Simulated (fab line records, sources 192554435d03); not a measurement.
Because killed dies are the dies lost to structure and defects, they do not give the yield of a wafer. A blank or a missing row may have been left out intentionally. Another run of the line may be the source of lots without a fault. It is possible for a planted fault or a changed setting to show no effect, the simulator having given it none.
Lot-split experiment || flow n5Finfet || route with 1938 steps; 7 lots, 39 wafers read

== THE SPLIT ==
At N5_HKMG_FIN_HK_ALD_01 (deposits HfO2, target thk 1.6 nm, pulse time 3 s, purge time 3 s), the setting aldCycles was moved away from the recipe's 30 on 9 of the 39 wafers read, by -56.7% to +16.7%. For the rest of the wafers, this setting stayed at what the recipe calls for.

== FROM THE SPLIT TO THE READING: what the file shows between them, 4 steps ==
- N5_HKMG_FIN_HK_ANNEAL_02: time 30 s
- N5_HKMG_FIN_ALD_74: deposits La2O3, target thk 0.5 nm, pulse time 6 s, co reactant pulse time 1 s
- N5_HKMG_FIN_WET_ETCH_82: etches La2O3 in dHCl, stops on HfO2, target depth 2 nm, rinse time 30 s
- N5_HKMG_FIN_ALD_36: deposits TiN, target thk 1 nm, pulse time 1 s, purge time 3 s

== THE READING ==
HK_THK, in nm, at N5_HKMG_FIN_THK_MEAS_70 (measures by xrf). Typical for fault-free wafers on this fab line: 1.580 nm, with standard deviation 0.02 nm.

{"wafer": "L075.1", "tool, chamber at the split": "aldHk-01, 2,3,1,0,3,2", "aldCycles as run": 30, "against the recipe": "recipe", "HK_THK, nm": 1.557, "against lot-mates on the recipe": "-"}
{"wafer": "L075.2", "tool, chamber at the split": "aldHk-01, 2,3,1,0,3,2", "aldCycles as run": 30, "against the recipe": "recipe", "HK_THK, nm": 1.588, "against lot-mates on the recipe": "-"}
{"wafer": "L075.3", "tool, chamber at the split": "aldHk-01, 2,3,1,0,3,2", "aldCycles as run": 30, "against the recipe": "recipe", "HK_THK, nm": 1.586, "against lot-mates on the recipe": "-"}
{"wafer": "L075.4", "tool, chamber at the split": "aldHk-01, 2,3,1,0,3,2", "aldCycles as run": 30, "against the recipe": "recipe", "HK_THK, nm": 1.585, "against lot-mates on the recipe": "-"}
{"wafer": "L075.5", "tool, chamber at the split": "aldHk-01, 2,3,1,0,3,2", "aldCycles as run": 30, "against the recipe": "recipe", "HK_THK, nm": 1.592, "against lot-mates on the recipe": "-"}
{"wafer": "L075.6", "tool, chamber at the split": "aldHk-01, 2,3,1,0,3,2", "aldCycles as run": 30, "against the recipe": "recipe", "HK_THK, nm": 1.574, "against lot-mates on the recipe": "-"}
{"wafer": "L074.2", "tool, chamber at the split": "aldHk-03, 0,2,1", "aldCycles as run": 30, "against the recipe": "recipe", "HK_THK, nm": 1.613, "against lot-mates on the recipe": "-"}
{"wafer": "L074.3", "tool, chamber at the split": "aldHk-03, 0,2,1", "aldCycles as run": 30, "against the recipe": "recipe", "HK_THK, nm": 1.595, "against lot-mates on the recipe": "-"}
{"wafer": "L074.5", "tool, chamber at the split": "aldHk-03, 0,2,1", "aldCycles as run": 30, "against the recipe": "recipe", "HK_THK, nm": 1.598, "against lot-mates on the recipe": "-"}
{"wafer": "L079.1", "tool, chamber at the split": "aldHk-02, 0,3,2", "aldCycles as run": 30, "against the recipe": "recipe", "HK_THK, nm": 1.556, "against lot-mates on the recipe": "-"}
{"wafer": "L079.2", "tool, chamber at the split": "aldHk-02, 2,1", "aldCycles as run": 13, "against the recipe": "-56.7%", "HK_THK, nm": 0.671, "against lot-mates on the recipe": -0.900}
{"wafer": "L079.3", "tool, chamber at the split": "aldHk-02, 0,3,2", "aldCycles as run": 30, "against the recipe": "recipe", "HK_THK, nm": 1.579, "against lot-mates on the recipe": "-"}
{"wafer": "L079.4", "tool, chamber at the split": "aldHk-02, 2,1", "aldCycles as run": 13, "against the recipe": "-56.7%", "HK_THK, nm": 0.674, "against lot-mates on the recipe": -0.897}
{"wafer": "L079.5", "tool, chamber at the split": "aldHk-02, 0,3,2", "aldCycles as run": 30, "against the recipe": "recipe", "HK_THK, nm": 1.578, "against lot-mates on the recipe": "-"}
{"wafer": "L079.6", "tool, chamber at the split": "aldHk-02, 3", "aldCycles as run": 13, "against the recipe": "-56.7%", "HK_THK, nm": 0.686, "against lot-mates on the recipe": -0.885}
{"wafer": "L082.1", "tool, chamber at the split": "aldHk-02, 1,2,3,0,2,3", "aldCycles as run": 30, "against the recipe": "recipe", "HK_THK, nm": 1.584, "against lot-mates on the recipe": "-"}
{"wafer": "L082.2", "tool, chamber at the split": "aldHk-02, 1,2,3,0,2,3", "aldCycles as run": 30, "against the recipe": "recipe", "HK_THK, nm": 1.564, "against lot-mates on the recipe": "-"}
{"wafer": "L082.3", "tool, chamber at the split": "aldHk-02, 1,2,3,0,2,3", "aldCycles as run": 30, "against the recipe": "recipe", "HK_THK, nm": 1.585, "against lot-mates on the recipe": "-"}
{"wafer": "L082.4", "tool, chamber at the split": "aldHk-02, 1,2,3,0,2,3", "aldCycles as run": 30, "against the recipe": "recipe", "HK_THK, nm": 1.576, "against lot-mates on the recipe": "-"}
{"wafer": "L082.5", "tool, chamber at the split": "aldHk-02, 1,2,3,0,2,3", "aldCycles as run": 30, "against the recipe": "recipe", "HK_THK, nm": 1.597, "against lot-mates on the recipe": "-"}
{"wafer": "L082.6", "tool, chamber at the split": "aldHk-02, 1,2,3,0,2,3", "aldCycles as run": 30, "against the recipe": "recipe", "HK_THK, nm": 1.584, "against lot-mates on the recipe": "-"}
{"wafer": "L086.1", "tool, chamber at the split": "aldHk-01, 2,3,1", "aldCycles as run": 20, "against the recipe": "-33.3%", "HK_THK, nm": 1.043, "against lot-mates on the recipe": -0.553}
{"wafer": "L086.2", "tool, chamber at the split": "aldHk-01, 2,3,1", "aldCycles as run": 20, "against the recipe": "-33.3%", "HK_THK, nm": 1.058, "against lot-mates on the recipe": -0.538}
{"wafer": "L086.3", "tool, chamber at the split": "aldHk-01, 0,1,2", "aldCycles as run": 30, "against the recipe": "recipe", "HK_THK, nm": 1.574, "against lot-mates on the recipe": "-"}
{"wafer": "L086.4", "tool, chamber at the split": "aldHk-01, 2,3,1", "aldCycles as run": 20, "against the recipe": "-33.3%", "HK_THK, nm": 1.071, "against lot-mates on the recipe": -0.525}
{"wafer": "L086.5", "tool, chamber at the split": "aldHk-01, 0,1,2", "aldCycles as run": 30, "against the recipe": "recipe", "HK_THK, nm": 1.588, "against lot-mates on the recipe": "-"}
{"wafer": "L086.6", "tool, chamber at the split": "aldHk-01, 0,1,2", "aldCycles as run": 30, "against the recipe": "recipe", "HK_THK, nm": 1.625, "against lot-mates on the recipe": "-"}
{"wafer": "L095.1", "tool, chamber at the split": "aldHk-03, 2,3,0,1,3,0", "aldCycles as run": 30, "against the recipe": "recipe", "HK_THK, nm": 1.589, "against lot-mates on the recipe": "-"}
{"wafer": "L095.2", "tool, chamber at the split": "aldHk-03, 2,3,0,1,3,0", "aldCycles as run": 30, "against the recipe": "recipe", "HK_THK, nm": 1.604, "against lot-mates on the recipe": "-"}
{"wafer": "L095.3", "tool, chamber at the split": "aldHk-03, 2,3,0,1,3,0", "aldCycles as run": 30, "against the recipe": "recipe", "HK_THK, nm": 1.583, "against lot-mates on the recipe": "-"}
{"wafer": "L095.4", "tool, chamber at the split": "aldHk-03, 2,3,0,1,3,0", "aldCycles as run": 30, "against the recipe": "recipe", "HK_THK, nm": 1.563, "against lot-mates on the recipe": "-"}
{"wafer": "L095.5", "tool, chamber at the split": "aldHk-03, 2,3,0,1,3,0", "aldCycles as run": 30, "against the recipe": "recipe", "HK_THK, nm": 1.604, "against lot-mates on the recipe": "-"}
{"wafer": "L095.6", "tool, chamber at the split": "aldHk-03, 2,3,0,1,3,0", "aldCycles as run": 30, "against the recipe": "recipe", "HK_THK, nm": 1.570, "against lot-mates on the recipe": "-"}
{"wafer": "L097.1", "tool, chamber at the split": "aldHk-02, 0,3,3", "aldCycles as run": 30, "against the recipe": "recipe", "HK_THK, nm": 1.577, "against lot-mates on the recipe": "-"}
{"wafer": "L097.2", "tool, chamber at the split": "aldHk-02, 2,1,0", "aldCycles as run": 35, "against the recipe": "+16.7%", "HK_THK, nm": 1.841, "against lot-mates on the recipe": "+0.265"}
{"wafer": "L097.3", "tool, chamber at the split": "aldHk-02, 2,1,0", "aldCycles as run": 35, "against the recipe": "+16.7%", "HK_THK, nm": 1.866, "against lot-mates on the recipe": "+0.290"}
{"wafer": "L097.4", "tool, chamber at the split": "aldHk-02, 0,3,3", "aldCycles as run": 30, "against the recipe": "recipe", "HK_THK, nm": 1.599, "against lot-mates on the recipe": "-"}
{"wafer": "L097.5", "tool, chamber at the split": "aldHk-02, 2,1,0", "aldCycles as run": 35, "against the recipe": "+16.7%", "HK_THK, nm": 1.854, "against lot-mates on the recipe": "+0.278"}
{"wafer": "L097.6", "tool, chamber at the split": "aldHk-02, 0,3,3", "aldCycles as run": 30, "against the recipe": "recipe", "HK_THK, nm": 1.552, "against lot-mates on the recipe": "-"}
If several chambers appear in one row, that row covers several wafers at once and the file leaves open which wafer was in which chamber.

FIT RESULTS
A straight line over all 39 wafers: HK_THK changes by +0.016 nm for each +1% of aldCycles; r = +1.00; the points scatter about the line by 0.016 nm.
The same after taking each lot's own level away (the mean of its wafers on the recipe; 39 wafers): +0.0159 nm for each +1%; r = +1.00; scatter 0.014 nm.
On that fit, the largest move of aldCycles shifts the reading by 0.9 nm.
Measured against the standard deviation above, the lots' own levels, which go from 1.5710 to 1.6020 nm, span 1.6 times it.
The two slopes are in agreement: the lot-to-lot level therefore moves the slope only a little.
Check: -0.903 nm against its lot-mates is what the line predicts for one of the wafers moved furthest among these (-56.7%) when that wafer is left out of the fit. Against them it came out at -0.9 nm.

== THESE WAFERS: OTHER SPLITS ==
Note: prior to the reading, these wafers also went through further splits. Each is held against what the fit with the lots' levels taken away leaves over:
{"other split on the same wafers": "N5_FIN_SAQP_DEVELOP_15 developTimeS", "wafers away from the commonest value": 18, "r with HK_THK (lot level and that fit taken away)": "+0.16"}

== THE WHOLE CHAIN: every reading that the file lists as answering this split, in the file's order ==
{"step": "N5_HKMG_FIN_HK_ALD_01", "what it does": "deposits HfO2, target thk 1.6 nm, pulse time 3 s, purge time 3 s", "reading": "HfO2_of_HKMG_FIN_HK_ALD_01.thkNm (the simulator's own value, which no gauge read)", "change (the file's fit)": "+0.0166 nm for each +1% of the setting", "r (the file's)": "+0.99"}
{"step": "N5_HKMG_FIN_THK_MEAS_70", "what it does": "measures by xrf", "reading": "HK_THK", "change (the file's fit)": "+0.0159 for each +1% of the setting", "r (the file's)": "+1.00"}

== FILE'S OWN FIT ==
HK_THK changes by +0.0159 nm for each +1% of aldCycles, r = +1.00.
